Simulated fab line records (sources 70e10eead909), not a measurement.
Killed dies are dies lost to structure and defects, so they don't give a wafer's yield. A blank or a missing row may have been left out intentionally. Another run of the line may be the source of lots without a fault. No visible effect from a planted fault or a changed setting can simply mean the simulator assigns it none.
What tool caused it? + flow nand-harc + 15 lots with 42 wafers sampled at 4 steps, on a route of 1159 steps

WHAT THE GAUGES SHOWED, per wafer
NHARC_P_BONDPAD_THK_MEAS_20: measures by xrf.
| lot  | measured     | on            | thk-nm (nm)       |
|------|--------------|---------------|-------------------|
| L197 | day 6 21:54  | film-metro-01 | 162.3 159.3 157.2 |
| L196 | day 6 22:21  | film-metro-02 | 159.4 163.3 162.4 |
| L198 | day 7 08:13  | film-metro-01 | 159.1 160.2       |
| L199 | day 7 15:28  | film-metro-01 | 163.0 161.7 161.7 |
| L200 | day 7 16:04  | film-metro-01 | 161.1 161.5       |
| L204 | day 8 18:07  | film-metro-02 | 161.6 163.2       |
| L208 | day 9 22:51  | film-metro-02 | 160.3 159.7 159.5 |
| L209 | day 9 23:41  | film-metro-01 | 162.4 160.5 161.1 |
| L211 | day 10 11:08 | film-metro-02 | 160.3 162.8 162.2 |
| L210 | day 10 12:50 | film-metro-01 | 162.4 160.3 161.0 |
| L213 | day 10 20:51 | film-metro-02 | 159.6 160.4 159.5 |
| L215 | day 11 14:10 | film-metro-02 | 161.9 159.5 159.2 |
| L216 | day 11 18:19 | film-metro-01 | 160.2 161.6 160.1 |
| L218 | day 11 19:11 | film-metro-02 | 160.8 161.4 160.9 |
| L217 | day 11 19:46 | film-metro-02 | 160.7 162.1 159.4 |

NHARC_A_ONON_D1_THK_MEAS_21: measures by ellipsometry.
| lot  | measured     | on            | thk-nm (nm)    |
|------|--------------|---------------|----------------|
| L197 | day 8 09:35  | film-metro-02 | 1005 1005 1005 |
| L196 | day 8 09:34  | film-metro-01 | 1004 1004 1003 |
| L198 | day 8 19:51  | film-metro-02 | 887 997        |
| L199 | day 9 01:34  | film-metro-02 | 1001 1000 1000 |
| L200 | day 9 01:33  | film-metro-01 | 1000 891       |
| L204 | day 10 07:41 | film-metro-01 | 904 902        |
| L208 | day 11 06:34 | film-metro-01 | 1003 1000 1000 |
| L209 | day 11 14:25 | film-metro-02 | 987 989 987    |
| L211 | day 11 21:11 | film-metro-01 | 1010 1013 1011 |
| L210 | day 11 21:12 | film-metro-02 | 982 982 983    |
| L213 | day 12 08:34 | film-metro-02 | 999 1001 1000  |
| L215 | day 13 00:46 | film-metro-02 | 1009 1007 1008 |
| L216 | day 13 04:52 | film-metro-02 | 1009 1011 1009 |
| L218 | day 13 04:52 | film-metro-01 | 1008 1010 1009 |
| L217 | day 13 05:13 | film-metro-02 | 1006 1004 1005 |

NHARC_A_ONON_D1_THK_MEAS_34: measures by ellipsometry.
| lot  | measured     | on            | thk-nm (nm)       |
|------|--------------|---------------|-------------------|
| L197 | day 8 11:45  | film-metro-02 | 194.1 195.0 196.9 |
| L196 | day 8 12:01  | film-metro-01 | 193.4 191.8 195.1 |
| L198 | day 8 22:02  | film-metro-01 | 201.0 198.8       |
| L199 | day 9 03:44  | film-metro-02 | 200.2 203.6 202.1 |
| L200 | day 9 03:58  | film-metro-02 | 197.1 198.9       |
| L204 | day 10 09:51 | film-metro-02 | 197.8 202.5       |
| L208 | day 11 08:46 | film-metro-01 | 192.6 196.2 200.6 |
| L209 | day 11 16:34 | film-metro-02 | 199.0 199.5 199.7 |
| L211 | day 11 23:26 | film-metro-02 | 199.8 194.9 201.2 |
| L210 | day 11 23:30 | film-metro-01 | 194.6 196.0 199.1 |
| L213 | day 12 10:44 | film-metro-01 | 200.3 194.7 202.0 |
| L215 | day 13 02:57 | film-metro-02 | 197.2 192.9 198.8 |
| L216 | day 13 07:02 | film-metro-02 | 197.0 200.8 195.6 |
| L218 | day 13 07:11 | film-metro-01 | 196.1 200.5 198.5 |
| L217 | day 13 07:23 | film-metro-01 | 196.8 201.3 197.3 |

TOOL THAT RAN EACH LOT (tool first, then ch and the chambers of the sampled wafers, then the start)
| lot  | NHARC_A_ONON_D1_DEP_19           |
|------|----------------------------------|
| L197 | pecvd-onon-01 ch 0, day 8 09:08  |
| L196 | pecvd-onon-02 ch 0, day 8 09:04  |
| L198 | pecvd-onon-01 ch 0, day 8 19:31  |
| L199 | pecvd-onon-02 ch 0, day 9 01:13  |
| L200 | pecvd-onon-01 ch 0, day 9 01:06  |
| L204 | pecvd-onon-01 ch 0, day 10 07:17 |
| L208 | pecvd-onon-02 ch 0, day 11 06:11 |
| L209 | pecvd-onon-02 ch 0, day 11 13:57 |
| L211 | pecvd-onon-02 ch 0, day 11 20:41 |
| L210 | pecvd-onon-03 ch 0, day 11 20:41 |
| L213 | pecvd-onon-02 ch 0, day 12 08:07 |
| L215 | pecvd-onon-03 ch 0, day 13 00:16 |
| L216 | pecvd-onon-01 ch 0, day 13 04:21 |
| L218 | pecvd-onon-03 ch 0, day 13 04:28 |
| L217 | pecvd-onon-01 ch 0, day 13 04:46 |
- NHARC_A_ONON_D1_DEP_19: target thk 1000 nm.

WHAT THE TOOLS THEMSELVES READ (means of the sampled wafers that have a number; where no wafer has one, the mark that the record gives instead)
NHARC_A_ONON_D1_DEP_19.
| lot  | tool          | n2-flow-sccm (sccm) | n2o-flow-sccm (sccm) |
|------|---------------|---------------------|----------------------|
| L197 | pecvd-onon-01 | 2758                | 1995                 |
| L196 | pecvd-onon-02 | 2748                | 1997                 |
| L198 | pecvd-onon-01 | 2746                | 2008                 |
| L199 | pecvd-onon-02 | 2749                | 1999                 |
| L200 | pecvd-onon-01 | 2750                | 2002                 |
| L204 | pecvd-onon-01 | 2760                | 1999                 |
| L208 | pecvd-onon-02 | 2758                | 2001                 |
| L209 | pecvd-onon-02 | 2750                | 1998                 |
| L211 | pecvd-onon-02 | 2744                | 1995                 |
| L210 | pecvd-onon-03 | 2756                | 2004                 |
| L213 | pecvd-onon-02 | 2747                | 1999                 |
| L215 | pecvd-onon-03 | 2744                | 1997                 |
| L216 | pecvd-onon-01 | 2750                | 2002                 |
| L218 | pecvd-onon-03 | 2741                | 2004                 |
| L217 | pecvd-onon-01 | 2751                | 1995                 |

THE ANSWER, worked out from the rows above alone
Rule: what is usual is taken from the lots themselves. The widest of any qualifying gaps counts: lots, ordered by their means at a reading, are off when they make up no more than a third of the lots, leave a main group of 4 or more, and stand apart from it by 3 or more times the standard deviation of that group's means. The tables above print the reading to a certain number of digits; a main group whose means all agree to those digits is not used. A lot without any number at a reading at which 4 lots or more have one is off too. All remaining lots with rows at the step are treated as sound. Order of review: gauges by route order, followed by the tools' own readings, for which a lot's mean as printed above is used. The first step at which some lot is off is used, and at that step the reading that is off furthest; a lot without a number counts as furthest.
Off at NHARC_A_ONON_D1_THK_MEAS_21 (thk-nm): L198, L200, L204. Main group: mean 1002 nm, sd 8.4.
If a tool, at a process step before that reading, ran all the lots that are off and no sound lot after the first of them, it fits. Gauges at NHARC_A_ONON_D1_THK_MEAS_21: tried the same way as those tools. Of those tried, none fits.

WHAT THE SIMULATOR HAD INSERTED
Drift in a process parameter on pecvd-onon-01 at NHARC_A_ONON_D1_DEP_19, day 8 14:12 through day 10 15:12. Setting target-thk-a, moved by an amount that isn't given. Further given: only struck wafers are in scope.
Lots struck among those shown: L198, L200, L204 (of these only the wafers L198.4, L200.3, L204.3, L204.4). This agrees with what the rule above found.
